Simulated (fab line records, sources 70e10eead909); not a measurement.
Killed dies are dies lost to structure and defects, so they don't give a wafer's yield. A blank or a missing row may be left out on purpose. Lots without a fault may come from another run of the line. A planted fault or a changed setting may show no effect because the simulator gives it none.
A struck lot beside a sound one | flow nand_harc | 14 steps out of a route of 1159
Sound: wafers L771.3, L771.4, L771.5. Struck: wafer L780.5. (L780.3, L780.4 of the same lot were not struck and are left out.) The cause comes at the end.
At each step with rows: each side's tool, then ch and its chambers, then its first start. Under that, the readings that differ: sound wafers | struck wafers | difference of the means | sigmas: that difference in standard deviations of wafers without a fault.
alike: readings whose means differ by less than 2 such deviations, and words and numbers that are the same on both sides. not compared: withheld readings, readings that some wafer has no value for, bounds like >300 that may hide the same value, and numbers for which the record gives no deviation and whose values overlap.
The two part at a step that has a row with sigmas, a row that says differs or no value, or rows on one side only. Numbers that don't overlap but have no deviation are shown without sigmas and don't part them. A reading that every wafer of one side lacks parts them only if that side has two wafers or more.

first, 4 steps without rows for these wafers: NHARC_A_STAIRCASE_HARDBAKE_218 (time 140 s); NHARC_A_STAIRCASE_DESCUM_219 (chemistry O2, time 3 s); NHARC_A_STAIRCASE_TRIM_220 (chemistry O2, time 211.2 s); NHARC_A_STAIRCASE_ETCH_221 (etches the open film in C4F8/O2, target depth 100 nm, time 40.5 s).
NHARC_A_STAIRCASE_TRIM_222: chemistry O2, time 211.2 s.
  sound on rie_diel-11 ch 0,1,2; struck on rie_diel-05 ch 3
  alike: drypump_motor_current_A, oes_product_au, rf_vpp_V, showerhead_plenum_p_Torr, throttle_valve_pct
  not compared: rf_hours_counter_h
NHARC_A_STAIRCASE_ETCH_223: etches the open film in C4F8/O2, target depth 100 nm, time 40.5 s.
  sound on rie_diel-11 ch 1,3; struck on rie_diel-05 ch 2
  alike: bias_w, oes_product_au, rf_vpp_V, run_length_s
  not compared: rf_hours_counter_h
NHARC_A_STAIRCASE_TRIM_224: chemistry O2, time 211.2 s.
  sound on rie_diel-11 ch 0,1; struck on rie_diel-05 ch 0
  alike: drypump_motor_current_A, oes_product_au, rf_vpp_V, showerhead_plenum_p_Torr, throttle_valve_pct
  not compared: rf_hours_counter_h
then, 3 steps without rows for these wafers: NHARC_A_STAIRCASE_ETCH_225 (etches the open film in C4F8/O2, target depth 100 nm, time 40.5 s); NHARC_A_STAIRCASE_TRIM_226 (chemistry O2, time 211.2 s); NHARC_A_STAIRCASE_ETCH_227 (etches the open film in C4F8/O2, target depth 100 nm, time 40.5 s).
NHARC_A_STAIRCASE_TRIM_229: chemistry O2, time 211.2 s.
  sound on rie_diel-11 ch 1,2,3, day 14 05:52; struck on rie_diel-11 ch 0, day 14 23:02
  alike: drypump_motor_current_A, oes_product_au, rf_vpp_V, showerhead_plenum_p_Torr, throttle_valve_pct
  not compared: rf_hours_counter_h
NHARC_A_STAIRCASE_ETCH_230: etches the open film in C4F8/O2, target depth 100 nm, time 40.5 s.
  sound on rie_diel-11 ch 0,1,3, day 14 06:03; struck on rie_diel-11 ch 1, day 14 23:14
  reading          | sound                | struck | difference | sigmas
  bias_w (W)       | 1000.8 1004.3 1002.5 | 996.5  | -6.0       | -2
  run_length_s (s) | 61.2 62.3 61.8       | 73.9   | +12.1      | +27
  alike: oes_product_au, rf_vpp_V
  not compared: rf_hours_counter_h
NHARC_A_STAIRCASE_TRIM_231: chemistry O2, time 211.2 s.
  sound on rie_diel-11 ch 0,1; struck on rie_diel-11 ch 1
  alike: drypump_motor_current_A, oes_product_au, rf_vpp_V, showerhead_plenum_p_Torr, throttle_valve_pct
  not compared: rf_hours_counter_h
-- the record jumps here: 12 days lie between the struck wafers' starts before and after (it left off in module A_STAIRCASE and takes up again in module END, whose first step shown is number 1159 of the route) --
NHARC_END_SORT_01:
  sound on prober-02 ch 0, day 25 09:41; struck on prober-02 ch 0, day 27 02:20
  reading         | sound    | struck | difference | sigmas
  killed_at_array | 13 11 9  | 677    | +666       | +61
  killed_dies     | 14 14 10 | 677    | +664       | +55
  alike: killed_at_other, killed_at_periphery, killed_open, killed_short

WHERE THEY PART
First at NHARC_A_STAIRCASE_ETCH_230; last, within this record, at NHARC_END_SORT_01.

WHY: what the simulator had put in
Process parameter drift: rie_diel-11, from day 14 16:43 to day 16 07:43, at NHARC_A_STAIRCASE_ETCH_230. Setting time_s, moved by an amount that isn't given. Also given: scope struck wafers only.
